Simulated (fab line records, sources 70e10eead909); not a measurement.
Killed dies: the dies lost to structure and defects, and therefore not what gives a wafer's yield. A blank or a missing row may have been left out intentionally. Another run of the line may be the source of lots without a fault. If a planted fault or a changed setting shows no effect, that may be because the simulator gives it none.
Chamber matching / flow nand_harc / rie_diel-06 running NHARC_A_BLC_DESCUM_15: 4 sister chambers
The step chemistry O2, time 3 s. 14 wafers are shown with their chamber, then 7 later ones without.

== EACH WAFER AND ITS CHAMBER ==
wafer=L082.2; chamber=2; drypump_motor_current_A (A)=5.2; oes_product_au (a.u.)=0.985; rf_vpp_V (V)=58.0
wafer=L082.3; chamber=3; drypump_motor_current_A (A)=6.0; oes_product_au (a.u.)=0.988; rf_vpp_V (V)=56.2
wafer=L082.4; chamber=0; drypump_motor_current_A (A)=5.6; oes_product_au (a.u.)=0.995; rf_vpp_V (V)=56.6
wafer=L087.1; chamber=0; drypump_motor_current_A (A)=5.6; oes_product_au (a.u.)=0.992; rf_vpp_V (V)=56.2
wafer=L087.3; chamber=1; drypump_motor_current_A (A)=5.9; oes_product_au (a.u.)=1.001; rf_vpp_V (V)=57.6
wafer=L087.5; chamber=3; drypump_motor_current_A (A)=6.0; oes_product_au (a.u.)=1.003; rf_vpp_V (V)=56.4
wafer=L086.3; chamber=3; drypump_motor_current_A (A)=6.1; oes_product_au (a.u.)=0.989; rf_vpp_V (V)=58.1
wafer=L086.5; chamber=3; drypump_motor_current_A (A)=6.0; oes_product_au (a.u.)=0.981; rf_vpp_V (V)=57.3
wafer=L086.6; chamber=0; drypump_motor_current_A (A)=5.6; oes_product_au (a.u.)=0.990; rf_vpp_V (V)=57.9
wafer=L090.1; chamber=3; drypump_motor_current_A (A)=6.0; oes_product_au (a.u.)=0.986; rf_vpp_V (V)=56.4
wafer=L090.4; chamber=0; drypump_motor_current_A (A)=5.6; oes_product_au (a.u.)=0.984; rf_vpp_V (V)=58.4
wafer=L090.6; chamber=2; drypump_motor_current_A (A)=5.2; oes_product_au (a.u.)=0.991; rf_vpp_V (V)=58.4
wafer=L089.2; chamber=3; drypump_motor_current_A (A)=6.0; oes_product_au (a.u.)=0.993; rf_vpp_V (V)=57.4
wafer=L089.4; chamber=1; drypump_motor_current_A (A)=6.0; oes_product_au (a.u.)=0.998; rf_vpp_V (V)=57.5

SIGNATURES, as means of the wafers listed above
reading=drypump_motor_current_A; chamber 0=5.600; chamber 1=5.950; chamber 2=5.200; chamber 3=6.017; scatter within a chamber=0.0365
reading=oes_product_au; chamber 0=0.99025; chamber 1=0.99950; chamber 2=0.98800; chamber 3=0.99000; scatter within a chamber=0.00606
reading=rf_vpp_V; chamber 0=57.275; chamber 1=57.550; chamber 2=58.200; chamber 3=56.967; scatter within a chamber=0.785
Rule: for each reading, subtract the chamber's mean from the wafer's reading, divide by that reading's scatter and square the result; add these up over the readings and take the root, which gives the wafer's distance from the chamber. The wafer belongs to the nearest chamber; if the next one is less than 2 further off, it can't be placed. The scatter: take each reading less its chamber's mean, square it, sum over the shown wafers, divide by the number of wafers less the number of chambers, and take the root.

== WAFERS WHOSE CHAMBER IS MISSING ==
wafer=L089.5; drypump_motor_current_A (A)=5.2; oes_product_au (a.u.)=0.999; rf_vpp_V (V)=56.9
wafer=L091.1; drypump_motor_current_A (A)=6.0; oes_product_au (a.u.)=0.989; rf_vpp_V (V)=56.7
wafer=L091.2; drypump_motor_current_A (A)=6.0; oes_product_au (a.u.)=1.004; rf_vpp_V (V)=57.5
wafer=L091.3; drypump_motor_current_A (A)=5.2; oes_product_au (a.u.)=0.990; rf_vpp_V (V)=57.6
wafer=L096.1; drypump_motor_current_A (A)=6.0; oes_product_au (a.u.)=1.003; rf_vpp_V (V)=59.5
wafer=L096.5; drypump_motor_current_A (A)=5.6; oes_product_au (a.u.)=0.997; rf_vpp_V (V)=56.9
wafer=L096.6; drypump_motor_current_A (A)=6.0; oes_product_au (a.u.)=1.002; rf_vpp_V (V)=57.2

== EACH ONE'S CHAMBER ==
wafer=L089.5; from the rows above=2; in truth=2
wafer=L091.1; from the rows above=can't be placed: 3 or 1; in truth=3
wafer=L091.2; from the rows above=can't be placed: 1 or 3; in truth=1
wafer=L091.3; from the rows above=2; in truth=2
wafer=L096.1; from the rows above=can't be placed: 1 or 3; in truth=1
wafer=L096.5; from the rows above=0; in truth=0
wafer=L096.6; from the rows above=can't be placed: 1 or 3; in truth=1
Placed correctly: 3 of 7. From these rows, 4 cannot be placed; in 4 the true chamber is one of the candidates. Wrongly placed: 0.
